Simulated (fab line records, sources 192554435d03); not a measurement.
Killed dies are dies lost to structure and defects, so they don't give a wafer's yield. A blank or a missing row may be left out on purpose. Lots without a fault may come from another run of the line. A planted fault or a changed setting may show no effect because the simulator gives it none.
Split-lot experiment | flow n5_finfet | 7 lots, 21 wafers read, on a route of 1938 steps

THE SPLIT
At N5_BEOL_M7_TRENCH_ETCH_37 (etches SiCOH lowk in C4F6/O2, target depth 93.478 nm, time 31.2 s), the setting bias_w was moved away from the recipe's 185 W on 4 of the 21 wafers read, by -16.1% to -8.7%. The other wafers ran this setting at the recipe's value.

The reading is taken at the split's own step.

THE READING
rf_vpp_V, in V, at N5_BEOL_M7_TRENCH_ETCH_37 (etches SiCOH lowk in C4F6/O2, target depth 93.478 nm, time 31.2 s). Fault-free wafers of this fab line usually give 666 V, standard deviation 7.5 V.

wafer  | tool, chamber at the split | bias_w as run, W | against the recipe | rf_vpp_V, V | against lot-mates on the recipe
L079.1 | rie_diel-03, 3             | 185              | recipe             | 666         | -
L079.5 | rie_diel-03, 1             | 168.9            | -8.7%              | 612         | -57
L079.6 | rie_diel-03, 2             | 185              | recipe             | 672         | -
L084.4 | rie_diel-01, 1             | 185              | recipe             | 666         | -
L084.5 | rie_diel-01, 3             | 185              | recipe             | 662         | -
L084.6 | rie_diel-01, 0             | 185              | recipe             | 672         | -
L087.2 | rie_diel-06, 0             | 185              | recipe             | 673         | -
L087.4 | rie_diel-06, 3             | 185              | recipe             | 667         | -
L087.5 | rie_diel-06, 3             | 185              | recipe             | 667         | -
L089.1 | rie_diel-06, 2             | 185              | recipe             | 674         | -
L089.3 | rie_diel-06, 1             | 185              | recipe             | 667         | -
L089.6 | rie_diel-06, 0             | 185              | recipe             | 674         | -
L091.3 | rie_diel-03, 3             | 165.7            | -10.4%             | 611         | -61
L091.4 | rie_diel-03, 0             | 165.7            | -10.4%             | 593         | -79
L091.6 | rie_diel-03, 2             | 185              | recipe             | 672         | -
L093.3 | rie_diel-06, 0             | 185              | recipe             | 676         | -
L093.5 | rie_diel-06, 2             | 185              | recipe             | 672         | -
L093.6 | rie_diel-06, 0             | 155.3            | -16.1%             | 587         | -87
L092.2 | rie_diel-01, 0             | 185              | recipe             | 672         | -
L092.4 | rie_diel-01, 1             | 185              | recipe             | 665         | -
L092.6 | rie_diel-01, 3             | 185              | recipe             | 660         | -

THE FIT
A straight line over all 21 wafers: rf_vpp_V changes by +5.81 V for each +1% of bias_w; r = +0.98; the points scatter about the line by 6.3 V.
The same after taking each lot's own level away (the mean of its wafers on the recipe; 21 wafers): +6.05 V for each +1%; r = +0.98; scatter 5.5 V.
On that fit, the largest move of bias_w shifts the reading by 97 V.
The lots' own levels span 665.7 to 674.0 V, that is 1.1 times the standard deviation above.
So the lot-to-lot level changes the slope little: the two slopes agree.
Check: with one of the wafers moved furthest among these (-16.1%) left out of the fit, the line predicts -107 V for it against its lot-mates. It came out at -87 V against them.
Tool readings at the split's step, against how far the setting was moved: rf_vpp_V r = +0.98.

OTHER SPLITS ON THESE WAFERS
These wafers also went through other splits before the reading. Each is held against what the fit with the lots' levels taken away leaves over:
other split on the same wafers  | wafers away from the commonest value | r with rf_vpp_V (lot level and that fit taken away)
N5_BEOL_M7_ILD_DEP_00 time_s    | 6                                    | -0.14
N5_BEOL_M7_VIA_ETCH_34 source_w | 8                                    | -0.22

THE FILE'S OWN FIT
rf_vpp_V changes by +5.93 V for each +1% of bias_w, r = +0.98.
